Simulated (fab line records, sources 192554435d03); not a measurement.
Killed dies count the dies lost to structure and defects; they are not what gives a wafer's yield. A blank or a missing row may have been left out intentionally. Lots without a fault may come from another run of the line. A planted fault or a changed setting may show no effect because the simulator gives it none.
fab line records    flow n5-finfet    part 1 of 2: steps 1 to 4 of 6
[record] lots = 23  wafers = 69  last-day = 18
route steps=1938 shown DUMMY_REMOVAL@378 HKMG_FIN@431 GATE_CUT@466 MOL_CONTACT_COAG@527
lots with no fault: from the same line, run without faults
start-h: start of the lot's first displayed wafer, in hours after the record's first day    wait-h: hours elapsed since this lot's preceding step    " same as the row above    L1.1+2: several wafers, shown together as one row    - no value, or no start given    * or withheld: withheld    < > ~ a bound
route shown NAME@n: a module of which the file shows steps, and the number in the route of the first    usual: mean/standard deviation of fault-free wafers    same: alike in all rows    chamber/n: place in a boat    sites: each site's reading    _std_site: the standard deviation of these    _edge_site: inner sites' mean taken away from outer sites' mean    radius-mm: for every site, how far away it sits from the centre of the wafer    mask NAME#n: copy n    behind: the last tool/chamber to shape the wafer    hold: cause of the lot's hold/its duration in hours/its outcome    device: the transistor (n, p or np) that didn't switch    end of line: tests of these same wafers at the route's end    a step given without rows: its recipe and nothing more    killed: not the wafer's yield, but the dies lost to structure and defects at the first sort    map: the dies of a wafer, with x for killed, . for not killed, _ for no die there
set.NAME: the setting that was run; set.NAME@STEP: the one run at that earlier step    model.NAME: the simulator's own value behind a step, which no gauge read
steps of the route over a sample of lots; a table a step, a row a wafer
services: from which hour (start-h, from the record's first day; less than 0 if before it) a tool's chamber was out of use, for how many hours, and why
[[steps]]
[step N5_DUMMY_REMOVAL_STRIP_10]
[recipe] chemistry = N2/H2  time-s = 40  power-w = 100  temp-c = 40  pressure-mtorr = 100  rf-frequency-hz = 6e+07  bias-power-w = 3  n2-flow-sccm = 300  h2-flow-sccm = 300
[usual] drypump-motor-current-A = 5.8/0.44  oes-product-au = 0.74/0.056  rf-vpp-V = 45.3/0.8  showerhead-plenum-p-Torr = 3.33/0.11  temp-c = 39.98/0.11  throttle-valve-pct = 12.25/0.2
lot.wafer  tool         chamber  start-h  wait-h  drypump-motor-current-A  oes-product-au  rf-hours-counter-h  rf-vpp-V  showerhead-plenum-p-Torr  temp-c  throttle-valve-pct
L074.1     rie-diel-03  3        70.69    0.0     6.3                      0.82            74                  44.6      3.28                      39.90   12.08
L074.4     "            0        "        "       6.1                      0.80            -                   44.6      3.24                      39.97   12.22
L074.5     "            3        "        "       6.2                      0.83            -                   44.3      3.28                      39.78   12.07
L075.2     rie-diel-02  1        75.32    0.0     5.7                      0.79            108                 46.0      3.14                      40.09   11.77
L075.4     "            2        "        "       5.2                      0.68            231                 45.3      3.32                      39.97   12.16
L075.6     "            3        "        "       6.3                      0.70            -                   46.2      3.48                      39.69   12.27
L076.1     rie-diel-03  3        82.22    0.0     6.2                      0.82            78                  45.8      3.28                      39.88   12.08
L076.2     "            1        "        "       4.8                      0.67            224                 46.2      3.46                      40.01   12.34
L076.4     "            0        "        "       6.1                      0.78            148                 46.0      3.24                      39.77   12.22
L077.1     rie-diel-03  1        88.50    0.0     4.7                      0.68            226                 45.5      3.46                      40.15   12.35
L077.2     "            0        "        "       6.1                      0.78            150                 44.3      3.24                      40.16   12.23
L077.5     "            0        "        "       6.1                      0.78            -                   42.8      3.24                      40.26   12.20
L079.3     rie-diel-04  2        102.70   0.0     5.7                      0.69            226                 45.0      3.33                      40.02   12.48
L079.4     "            0        "        "       5.6                      0.72            180                 45.7      3.36                      39.96   12.46
L079.6     "            0        "        "       5.6                      0.72            -                   45.3      3.36                      40.05   12.47
L080.3     rie-diel-02  3        110.13   0.0     6.3                      0.69            236                 44.5      3.47                      39.98   12.28
L080.5     "            2        "        "       5.2                      0.68            -                   44.7      3.32                      39.99   12.20
L080.6     "            1        "        "       5.7                      0.79            -                   45.0      3.13                      40.02   11.80
L081.2     rie-diel-02  3        114.60   0.0     6.3                      0.69            237                 45.2      3.47                      40.15   12.29
L081.3     "            2        "        "       5.2                      0.68            241                 45.2      3.31                      40.12   12.19
L081.4     "            0        "        "       5.7                      0.75            122                 44.8      3.39                      39.98   12.37
L082.2     rie-diel-02  1        121.94   0.0     5.7                      0.78            121                 45.6      3.13                      39.93   11.81
L082.4     "            0        "        "       5.7                      0.77            124                 44.6      3.39                      40.25   12.40
L082.6     "            2        "        "       5.2                      0.68            -                   44.9      3.31                      39.77   12.20
L083.1     rie-diel-02  2        124.68   0.0     5.2                      0.68            244                 45.5      3.31                      39.75   12.20
L083.2     "            3        "        "       6.3                      0.68            240                 45.9      3.47                      39.92   12.31
L083.3     "            1        "        "       5.7                      0.77            122                 44.1      3.13                      40.24   11.80
L084.2     rie-diel-04  1        134.18   0.0     6.1                      0.77            144                 45.1      3.52                      39.95   12.15
L084.4     "            3        "        "       5.8                      0.73            199                 46.3      3.35                      39.82   12.48
L084.5     "            3        "        "       5.8                      0.74            -                   43.9      3.35                      39.99   12.45
L085.1     rie-diel-02  0        139.13   0.0     5.7                      0.76            130                 45.7      3.39                      40.04   12.40
L085.3     "            3        "        "       6.3                      0.69            244                 46.3      3.47                      39.83   12.30
L085.5     "            0        "        "       5.7                      0.76            -                   43.7      3.39                      39.95   12.40
L086.2     rie-diel-03  0        145.66   0.0     6.2                      0.76            168                 45.6      3.23                      39.87   12.24
L086.3     "            3        "        "       6.2                      0.80            95                  44.8      3.27                      40.07   12.12
L086.6     "            0        "        "       6.1                      0.76            -                   45.5      3.23                      39.82   12.26
L087.1     rie-diel-03  3        150.27   0.0     6.2                      0.81            96                  46.0      3.27                      39.89   12.14
L087.3     "            2        "        "       6.2                      0.74            156                 44.6      3.25                      40.19   12.31
L087.6     "            1        "        "       4.7                      0.66            -                   44.7      3.45                      40.04   12.39
L088.1     rie-diel-02  1        157.90   0.0     5.7                      0.77            129                 44.8      3.13                      40.00   11.81
L088.4     "            1        "        "       5.7                      0.78            -                   45.2      3.13                      39.96   11.81
L088.6     "            3        "        "       6.3                      0.69            -                   46.4      3.46                      40.00   12.32
L089.1     rie-diel-03  2        162.49   0.0     6.2                      0.74            160                 44.6      3.25                      39.83   12.33
L089.5     "            3        "        "       6.2                      0.80            -                   45.6      3.27                      39.80   12.14
L089.6     "            0        "        "       6.1                      0.76            -                   45.2      3.23                      39.94   12.28
L090.1     rie-diel-03  1        166.48   0.0     4.7                      0.65            249                 46.8      3.45                      39.96   12.40
L090.3     "            0        "        "       6.1                      0.76            173                 45.7      3.23                      40.02   12.27
L090.4     "            3        "        "       6.2                      0.79            100                 45.3      3.27                      39.92   12.14
L091.2     rie-diel-02  0        173.41   0.0     5.7                      0.74            144                 45.4      3.38                      40.03   12.43
L091.5     "            0        "        "       5.7                      0.75            -                   44.1      3.38                      40.06   12.41
L091.6     "            1        "        "       5.7                      0.76            -                   45.7      3.12                      39.90   11.84
L092.1     rie-diel-03  3        178.89   0.0     6.2                      0.80            104                 46.7      3.27                      39.90   12.16
L092.2     "            2        "        "       6.2                      0.74            165                 44.5      3.24                      40.28   12.35
L092.4     "            0        "        "       6.1                      0.76            -                   44.4      3.23                      39.99   12.30
L093.1     rie-diel-03  3        187.21   0.0     6.2                      0.79            107                 45.0      3.26                      39.74   12.17
L093.3     "            0        "        "       6.1                      0.76            179                 45.3      3.23                      40.09   12.29
L093.4     "            2        "        "       6.2                      0.74            -                   43.3      3.24                      40.04   12.36
L094.1     rie-diel-04  3        189.52   0.0     5.8                      0.72            216                 45.1      3.34                      40.00   12.50
L094.5     "            1        "        "       6.1                      0.75            -                   46.0      3.51                      39.99   12.18
L094.6     "            3        "        "       5.8                      0.72            -                   45.6      3.34                      40.02   12.51
L095.3     rie-diel-04  0        196.94   0.0     5.6                      0.70            208                 45.8      3.34                      39.92   12.54
L095.4     "            0        "        "       5.6                      0.70            -                   44.0      3.34                      40.03   12.53
L095.6     "            3        "        "       5.8                      0.72            -                   45.5      3.34                      39.91   12.53
L096.1     rie-diel-02  2        211.09   0.0     5.2                      0.94            10                  46.0      3.30                      40.08   11.61
L096.4     "            0        "        "       5.7                      0.73            157                 46.1      3.37                      40.07   12.46
L096.5     "            3        "        "       6.3                      0.94            -                   45.4      3.46                      39.92   11.70
L097.1     rie-diel-03  1        214.65   0.0     4.7                      0.98            6                   45.3      3.44                      40.06   11.79
L097.3     "            2        "        "       6.2                      0.73            176                 44.7      3.24                      39.99   12.38
L097.5     "            0        "        "       6.1                      0.75            -                   46.4      3.22                      39.87   12.33
[step N5_HKMG_FIN_OVL_MEAS_13]
[recipe] points-per-wafer = 44
[usual] NWFM_OVL = 0.0/0.66
lot.wafer  tool        chamber  start-h  wait-h  NWFM_OVL[nm]
L074.1     overlay-02  0        75.86    0.0     0.1
L074.4     "           0        "        "       0.0
L074.5     "           0        "        "       -1.1
L075.2     overlay-02  0        80.09    0.0     0.0
L075.4     "           0        "        "       -0.4
L075.6     "           0        "        "       -0.9
L076.1     overlay-01  0        87.16    0.0     0.8
L076.2     "           0        "        "       0.2
L076.4     "           0        "        "       0.3
L077.1     overlay-01  0        93.25    0.0     0.8
L077.2     "           0        "        "       0.2
L077.5     "           0        "        "       0.9
L079.3     overlay-02  0        108.00   0.0     -0.2
L079.4     "           0        "        "       -0.5
L079.6     "           0        "        "       -0.3
L080.3     overlay-02  0        115.00   0.0     0.3
L080.5     "           0        "        "       0.2
L080.6     "           0        "        "       0.8
L081.2     overlay-01  0        120.29   0.0     1.0
L081.3     "           0        "        "       0.4
L081.4     "           0        "        "       0.3
L082.2     overlay-01  0        127.14   0.0     0.2
L082.4     "           0        "        "       0.4
L082.6     "           0        "        "       0.1
L083.1     overlay-02  0        130.10   0.0     0.1
L083.2     "           0        "        "       -0.4
L083.3     "           0        "        "       0.3
L084.2     overlay-02  0        139.39   0.0     -1.3
L084.4     "           0        "        "       -0.6
L084.5     "           0        "        "       -1.6
L085.1     overlay-02  0        144.14   0.0     -0.5
L085.3     "           0        "        "       0.8
L085.5     "           0        "        "       0.0
L086.2     overlay-02  0        150.86   0.0     0.7
L086.3     "           0        "        "       0.2
L086.6     "           0        "        "       0.4
L087.1     overlay-02  0        155.21   0.0     0.4
L087.3     "           0        "        "       -0.3
L087.6     "           0        "        "       -0.3
L088.1     overlay-02  0        163.01   0.0     -0.5
L088.4     "           0        "        "       -0.2
L088.6     "           0        "        "       0.1
L089.1     overlay-01  0        167.39   0.0     0.1
L089.5     "           0        "        "       0.5
L089.6     "           0        "        "       -0.9
L090.1     overlay-01  0        171.72   0.0     -1.1
L090.3     "           0        "        "       -0.8
L090.4     "           0        "        "       -0.2
L091.2     overlay-02  0        178.43   0.0     -0.9
L091.5     "           0        "        "       -0.5
L091.6     "           0        "        "       -1.1
L092.1     overlay-01  0        185.24   0.0     0.7
L092.2     "           0        "        "       -0.7
L092.4     "           0        "        "       0.4
L093.1     overlay-02  0        193.26   0.0     0.8
L093.3     "           0        "        "       -0.2
L093.4     "           0        "        "       -0.5
L094.1     overlay-02  0        194.78   0.0     -0.2
L094.5     "           0        "        "       -0.5
L094.6     "           0        "        "       0.6
L095.3     overlay-01  0        202.13   0.0     -0.1
L095.4     "           0        "        "       -0.5
L095.6     "           0        "        "       0.2
L096.1     overlay-01  0        216.43   0.0     0.5
L096.4     "           0        "        "       -0.4
L096.5     "           0        "        "       -0.2
L097.1     overlay-02  0        219.77   0.0     0.7
L097.3     "           0        "        "       1.0
L097.5     "           0        "        "       -0.3
[step N5_GATE_CUT_ETCH_56]
[recipe] chemistry = Cl2/Ar  target = TiN  target-depth-a = 216  pressure-mtorr = 10  icp-w = 600  bias-w = 60  Cl2_flow_sccm = 40  Ar_flow_sccm = 60
[usual] drypump-motor-current-A = 5.9/0.3  oes-product-au = 0.79/0.11  rf-fwd-power-W = 596.7/1.8  throttle-valve-pct = 20.68/0.11
lot.wafer  tool          chamber  start-h  wait-h  drypump-motor-current-A  oes-product-au  rf-fwd-power-W  rf-hours-counter-h  throttle-valve-pct
L074.1     rie-metal-01  0        80.49    0.1     5.5                      0.94            595.3           4                   20.69
L074.4     "             1        "        "       5.3                      0.65            594.9           -                   20.87
L074.5     "             1        "        "       5.3                      0.65            594.3           -                   20.89
L075.2     rie-metal-01  1        84.72    0.1     5.3                      0.65            596.7           99                  20.89
L075.4     "             1        "        "       5.3                      0.65            595.6           -                   20.86
L075.6     "             1        "        "       5.4                      0.65            595.9           -                   20.89
L076.1     rie-metal-02  0        91.85    0.1     6.1                      0.85            595.7           24                  20.71
L076.2     "             1        "        "       6.2                      0.59            597.0           145                 20.76
L076.4     "             0        "        "       6.2                      0.85            595.8           -                   20.72
L077.1     rie-metal-03  0        98.23    0.1     6.1                      0.67            592.6           95                  20.65
L077.2     "             1        "        "       5.8                      0.80            594.3           31                  20.62
L077.5     "             0        "        "       6.1                      0.67            594.7           -                   20.64
L079.3     rie-metal-03  0        112.68   0.1     6.1                      0.67            595.0           -                   20.64
L079.4     "             1        "        "       5.8                      0.80            598.6           -                   20.61
L079.6     "             1        "        "       5.8                      0.80            595.2           -                   20.61
L080.3     rie-metal-02  0        119.77   0.2     6.2                      0.84            598.4           -                   20.72
L080.5     "             0        "        "       6.2                      0.84            598.3           -                   20.72
L080.6     "             0        "        "       6.2                      0.84            598.8           -                   20.70
L081.2     rie-metal-02  0        125.47   0.1     6.2                      0.83            592.9           28                  20.72
L081.3     "             0        "        "       6.2                      0.83            595.0           -                   20.71
L081.4     "             1        "        "       6.2                      0.98            598.1           -                   20.45
L082.2     rie-metal-03  1        132.10   0.2     5.8                      0.79            591.9           -                   20.64
L082.4     "             1        "        "       5.8                      0.79            594.3           -                   20.64
L082.6     "             1        "        "       5.8                      0.79            594.2           -                   20.64
L083.1     rie-metal-01  1        134.92   0.1     5.4                      0.65            596.4           103                 20.88
L083.2     "             0        "        "       5.5                      0.91            598.4           9                   20.70
L083.3     "             1        "        "       5.4                      0.64            598.0           -                   20.89
L084.2     rie-metal-01  1        144.27   0.1     5.4                      0.64            598.4           104                 20.90
L084.4     "             0        "        "       5.6                      0.90            595.0           -                   20.70
L084.5     "             0        "        "       5.5                      0.90            596.2           -                   20.71
L085.1     rie-metal-01  1        149.03   0.1     5.4                      0.64            600.3           104                 20.90
L085.3     "             1        "        "       5.4                      0.65            598.6           -                   20.89
L085.5     "             1        "        "       5.4                      0.64            598.6           -                   20.90
L086.2     rie-metal-03  0        156.37   0.1     6.1                      0.67            595.9           98                  20.65
L086.3     "             0        "        "       6.1                      0.66            595.7           -                   20.66
L086.6     "             0        "        "       6.1                      0.67            593.4           -                   20.64
L087.1     rie-metal-03  1        159.80   0.1     5.8                      0.79            601.0           37                  20.65
L087.3     "             1        "        "       5.8                      0.79            597.4           -                   20.64
L087.6     "             0        "        "       6.1                      0.66            597.2           -                   20.67
L088.1     rie-metal-03  0        167.61   0.1     6.1                      0.65            596.0           99                  20.65
L088.4     "             1        "        "       5.8                      0.79            598.8           -                   20.63
L088.6     "             1        "        "       5.8                      0.78            595.4           -                   20.62
L089.1     rie-metal-01  1        172.05   0.1     5.4                      0.64            598.2           106                 20.89
L089.5     "             1        "        "       5.4                      0.64            595.4           -                   20.90
L089.6     "             0        "        "       5.6                      0.90            596.9           -                   20.71
L090.1     rie-metal-02  1        176.41   0.1     6.2                      0.94            596.2           5                   20.47
L090.3     "             1        "        "       6.2                      0.94            596.6           -                   20.44
L090.4     "             0        "        "       6.2                      0.83            598.4           -                   20.72
L091.2     rie-metal-03  1        183.35   0.1     5.8                      0.79            596.8           39                  20.64
L091.5     "             0        "        "       6.1                      0.65            597.3           -                   20.66
L091.6     "             1        "        "       5.8                      0.77            597.5           -                   20.64
L092.1     rie-metal-02  1        190.08   0.1     6.2                      0.92            594.6           6                   20.47
L092.2     "             0        "        "       6.1                      0.81            595.0           34                  20.73
L092.4     "             1        "        "       6.2                      0.92            596.9           -                   20.45
L093.1     rie-metal-03  0        197.86   0.1     6.1                      0.66            595.9           102                 20.66
L093.3     "             1        "        "       5.8                      0.78            594.5           -                   20.66
L093.4     "             0        "        "       6.2                      0.66            594.2           -                   20.65
L094.1     rie-metal-03  1        199.41   0.1     5.8                      0.78            598.3           41                  20.63
L094.5     "             1        "        "       5.8                      0.77            594.9           -                   20.62
L094.6     "             0        "        "       6.2                      0.66            597.0           -                   20.67
L095.3     rie-metal-02  1        206.75   0.1     6.2                      0.92            595.8           -                   20.47
L095.4     "             0        "        "       6.2                      0.81            597.8           -                   20.73
L095.6     "             0        "        "       6.2                      0.81            596.9           -                   20.74
L096.1     rie-metal-02  1        221.22   0.1     6.2                      0.91            594.4           8                   20.46
L096.4     "             0        "        "       6.2                      0.81            599.9           -                   20.74
L096.5     "             0        "        "       6.2                      0.80            598.5           -                   20.73
L097.1     rie-metal-02  1        224.37   0.1     6.2                      0.91            595.8           8                   20.47
L097.3     "             1        "        "       6.2                      0.91            594.6           -                   20.45
L097.5     "             0        "        "       6.2                      0.81            596.8           -                   20.75
[step N5_GATE_CUT_PECVD_57]
[recipe] material = SiNx  target-thk-a = 210  temp-c = 400  precursor = SiH4/NH3/N2  pressure-torr = 1.5  rf-w = 300
[usual] heater-power-w = 784/150  rf-fwd-power-W = 297.1/1.2  showerhead-plenum-p-Torr = 5.13/0.084  showerhead-vpp-V = 1067/56  throttle-valve-pct = 39.9/1.9
lot.wafer  tool      chamber  start-h  wait-h  heater-power-w  rf-fwd-power-W  showerhead-plenum-p-Torr  showerhead-vpp-V  throttle-valve-pct
L074.1     pecvd-01  1        83.17    1.1     726             297.7           5.10                      1040              38.3
L074.4     "         1        "        "       749             299.5           5.09                      1060              38.2
L074.5     "         0        "        "       857             294.8           5.18                      1019              43.6
L075.2     pecvd-03  2        87.63    1.1     973             297.8           5.04                      983               38.0
L075.4     "         2        "        "       976             296.8           5.04                      996               38.3
L075.6     "         0        "        "       776             299.4           5.11                      1134              42.6
L076.1     pecvd-04  2        94.80    1.1     891             295.6           5.27                      994               40.5
L076.2     "         0        "        "       616             296.2           5.09                      1091              38.0
L076.4     "         0        "        "       605             295.6           5.09                      1076              37.9
L077.1     pecvd-03  1        100.91   1.1     717             297.6           5.20                      1074              39.2
L077.2     "         2        "        "       976             296.9           5.04                      981               38.2
L077.5     "         0        "        "       739             296.9           5.12                      1120              42.4
L079.3     pecvd-04  0        115.34   1.1     661             297.8           5.08                      1081              38.3
L079.4     "         2        "        "       922             297.5           5.28                      999               40.4
L079.6     "         1        "        "       513             298.0           5.00                      1080              39.9
L080.3     pecvd-04  2        122.68   1.1     906             297.7           5.28                      996               40.2
L080.5     "         2        "        "       879             296.6           5.29                      984               40.4
L080.6     "         1        "        "       541             295.6           5.01                      1060              40.2
L081.2     pecvd-01  0        128.55   1.1     922             295.8           5.20                      1029              43.5
L081.3     "         2        "        "       974             296.4           5.20                      1150              38.1
L081.4     "         2        "        "       978             296.3           5.19                      1168              38.4
L082.2     pecvd-04  2        134.91   1.1     781             298.3           5.26                      994               40.3
L082.4     "         1        "        "       569             298.4           5.00                      1051              40.2
L082.6     "         2        "        "       779             296.5           5.27                      985               40.2
L083.1     pecvd-03  0        137.60   1.1     864             297.7           5.11                      1115              42.4
L083.2     "         2        "        "       979             296.2           5.04                      1005              38.6
L083.3     "         1        "        "       751             297.3           5.21                      1100              39.0
L084.2     pecvd-04  2        146.98   1.1     892             295.2           5.29                      989               40.2
L084.4     "         0        "        "       565             296.6           5.08                      1093              38.2
L084.5     "         2        "        "       922             296.1           5.28                      990               40.3
L085.1     pecvd-01  2        153.35   1.1     866             298.0           5.19                      1177              38.1
L085.3     "         0        "        "       899             295.9           5.18                      1023              43.6
L085.5     "         2        "        "       873             297.3           5.19                      1159              38.2
L086.2     pecvd-01  0        160.17   1.1     842             295.4           5.18                      1031              43.6
L086.3     "         1        "        "       760             296.3           5.10                      1051              38.4
L086.6     "         2        "        "       944             297.1           5.18                      1169              38.3
L087.1     pecvd-04  1        163.38   1.1     589             296.9           5.02                      1077              40.1
L087.3     "         2        "        "       881             298.2           5.29                      987               40.5
L087.6     "         1        "        "       584             295.7           5.01                      1079              40.2
L088.1     pecvd-01  2        170.62   1.1     831             297.3           5.19                      1164              38.5
L088.4     "         2        "        "       830             297.0           5.18                      1145              38.0
L088.6     "         1        "        "       822             299.3           5.11                      1067              38.4
L089.1     pecvd-03  0        174.74   1.1     890             298.3           5.11                      1138              42.5
L089.5     "         0        "        "       855             299.5           5.12                      1130              42.6
L089.6     "         1        "        "       792             297.8           5.21                      1089              39.0
L090.1     pecvd-01  2        179.37   1.1     905             299.7           5.17                      1140              38.1
L090.3     "         0        "        "       786             296.4           5.19                      1023              43.6
L090.4     "         0        "        "       780             295.8           5.18                      1018              43.7
L091.2     pecvd-04  1        186.03   1.1     589             295.9           5.02                      1080              40.3
L091.5     "         2        "        "       897             295.6           5.27                      986               40.3
L091.6     "         0        "        "       663             294.5           5.08                      1092              38.1
L092.1     pecvd-01  2        192.98   1.1     978             296.8           5.18                      1164              38.2
L092.2     "         1        "        "       879             298.1           5.10                      1046              38.4
L092.4     "         1        "        "       857             298.3           5.08                      1048              38.7
L093.1     pecvd-03  0        200.58   1.1     840             298.0           5.10                      1126              42.4
L093.3     "         2        "        "       1022            297.0           5.04                      978               39.2
L093.4     "         2        "        "       989             297.7           5.04                      970               38.7
L094.1     pecvd-01  1        202.09   1.1     738             297.6           5.11                      1054              38.4
L094.5     "         2        "        "       992             296.7           5.18                      1146              38.4
L094.6     "         1        "        "       761             298.5           5.09                      1055              38.4
L095.3     pecvd-04  0        209.64   1.1     557             297.1           5.10                      1074              38.1
L095.4     "         1        "        "       502             298.1           5.00                      1073              40.2
L095.6     "         0        "        "       575             297.2           5.08                      1077              38.3
L096.1     pecvd-04  0        223.90   1.1     630             297.5           5.09                      1060              38.1
L096.4     "         0        "        "       627             296.1           5.09                      1066              38.4
L096.5     "         1        "        "       546             297.1           5.01                      1062              40.3
L097.1     pecvd-03  0        227.05   1.1     742             299.6           5.11                      1100              42.5
L097.3     "         1        "        "       711             297.1           5.20                      1109              39.3
L097.5     "         1        "        "       690             296.4           5.20                      1109              39.2
